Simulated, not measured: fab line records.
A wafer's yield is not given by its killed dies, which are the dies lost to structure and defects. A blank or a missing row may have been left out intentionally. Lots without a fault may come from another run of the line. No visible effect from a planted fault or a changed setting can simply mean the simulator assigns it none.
Split-lot experiment | flow n5-finfet | 7 lots, 39 wafers read, on a route of 1938 steps

## SPLIT DETAILS
At N5_DUMMY_GATE_ETCH_32 (etches SiO2 in CF4, target depth 3.5 nm, time 3.9 s), the setting time-s was moved away from the recipe's 3.9 s on 15 of the 39 wafers read, by -24.0% to +23.5%. For the rest of the wafers, this setting stayed at what the recipe calls for.

Reading taken at the split's own step.

## THE READING
etch.depth-nm (the simulator's own value, which no gauge read), in nm, at N5_DUMMY_GATE_ETCH_32 (etches SiO2 in CF4, target depth 3.5 nm, time 3.9 s). No usual value for it is given in the file. Here, 24 wafers ran the recipe; their average is 3.490 nm with a standard deviation of 0.053 nm.

wafer  | tool, chamber at the split | time-s as run, s | against the recipe | etch.depth-nm, nm | against lot-mates on the recipe
L075.1 | rie-si-05, 0               | 3.9              | recipe             | 3.501             | -
L075.2 | rie-si-05, 1               | 3.9              | recipe             | 3.456             | -
L075.3 | rie-si-05, 2               | 3.9              | recipe             | 3.467             | -
L075.4 | rie-si-05, 3               | 3.9              | recipe             | 3.475             | -
L075.5 | rie-si-05, 1               | 3.9              | recipe             | 3.499             | -
L075.6 | rie-si-05, 2               | 3.9              | recipe             | 3.461             | -
L078.1 | rie-si-02, 3               | 3.45             | -11.5%             | 3.137             | -0.371
L078.2 | rie-si-02, 1               | 3.9              | recipe             | 3.522             | -
L078.3 | rie-si-02, 2               | 3.45             | -11.5%             | 3.226             | -0.282
L078.4 | rie-si-02, 0               | 3.9              | recipe             | 3.495             | -
L078.5 | rie-si-02, 3               | 3.9              | recipe             | 3.508             | -
L078.6 | rie-si-02, 0               | 3.45             | -11.5%             | 3.077             | -0.431
L079.1 | rie-si-06, 2               | 3.333            | -14.5%             | 2.915             | -0.617
L079.2 | rie-si-06, 0               | 3.333            | -14.5%             | 3.042             | -0.490
L079.3 | rie-si-06, 3               | 3.9              | recipe             | 3.48              | -
L079.4 | rie-si-06, 1               | 3.9              | recipe             | 3.64              | -
L079.5 | rie-si-06, 0               | 3.333            | -14.5%             | 3.058             | -0.474
L079.6 | rie-si-06, 3               | 3.9              | recipe             | 3.475             | -
L081.1 | rie-si-02, 0               | 3.9              | recipe             | 3.471             | -
L081.2 | rie-si-02, 3               | 4.815            | +23.5%             | 4.38              | +0.831
L081.3 | rie-si-02, 2               | 3.9              | recipe             | 3.644             | -
L081.4 | rie-si-02, 1               | 4.815            | +23.5%             | 4.331             | +0.782
L081.5 | rie-si-02, 2               | 4.815            | +23.5%             | 4.533             | +0.984
L081.6 | rie-si-02, 3               | 3.9              | recipe             | 3.531             | -
L085.1 | rie-si-05, 1               | 2.965            | -24.0%             | 2.679             | -0.801
L085.2 | rie-si-05, 3               | 3.9              | recipe             | 3.499             | -
L085.3 | rie-si-05, 0               | 2.965            | -24.0%             | 2.653             | -0.827
L085.4 | rie-si-05, 2               | 3.9              | recipe             | 3.455             | -
L085.5 | rie-si-05, 0               | 3.9              | recipe             | 3.487             | -
L085.6 | rie-si-05, 3               | 2.965            | -24.0%             | 2.65              | -0.830
L087.1 | rie-si-05, 1               | 3.9              | recipe             | 3.452             | -
L087.2 | rie-si-05, 0               | 3.9              | recipe             | 3.456             | -
L087.3 | rie-si-05, 2               | 3.9              | recipe             | 3.421             | -
L090.1 | rie-si-05, 1               | 3.461            | -11.3%             | 3.112             | -0.343
L090.2 | rie-si-05, 0               | 3.461            | -11.3%             | 3.094             | -0.361
L090.3 | rie-si-05, 2               | 3.9              | recipe             | 3.441             | -
L090.4 | rie-si-05, 2               | 3.9              | recipe             | 3.429             | -
L090.5 | rie-si-05, 1               | 3.461            | -11.3%             | 3.126             | -0.329
L090.6 | rie-si-05, 0               | 3.9              | recipe             | 3.495             | -

FIT RESULTS
A straight line over all 39 wafers: etch.depth-nm changes by +0.0361 nm for each +1% of time-s; r = +0.99; the points scatter about the line by 0.063 nm.
The same after taking each lot's own level away (the mean of its wafers on the recipe; 39 wafers): +0.0351 nm for each +1%; r = +0.99; scatter 0.053 nm.
The reading moves by 0.84 nm for the largest change in time-s, on that fit.
From 3.4430 to 3.5487 nm: that is the span of the lots' own levels, equal to 2.0 times the standard deviation above.
Hence the lot-to-lot level has little effect on the slope; both slopes agree.
Check: with one of the wafers moved furthest among these (-24.0%) left out of the fit, the line predicts -0.836 nm for it against its lot-mates. It came out at -0.801 nm against them.

## OTHER SPLITS APPLIED TO THESE WAFERS
Other splits were also applied to these wafers ahead of the reading. Each is held against what the fit with the lots' levels taken away leaves over:
other split on the same wafers          | wafers away from the commonest value | r with etch.depth-nm (lot level and that fit taken away)
N5_FIN_SAQP_SPACER2_ALD_28 target-thk-a | 18                                   | -0.07
N5_FIN_CUT_CUT_ETCH_26 target-depth-a   | 15                                   | -0.30

## FILE'S OWN FIT
etch.depth-nm changes by +0.0349 nm for each +1% of time-s, r = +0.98.
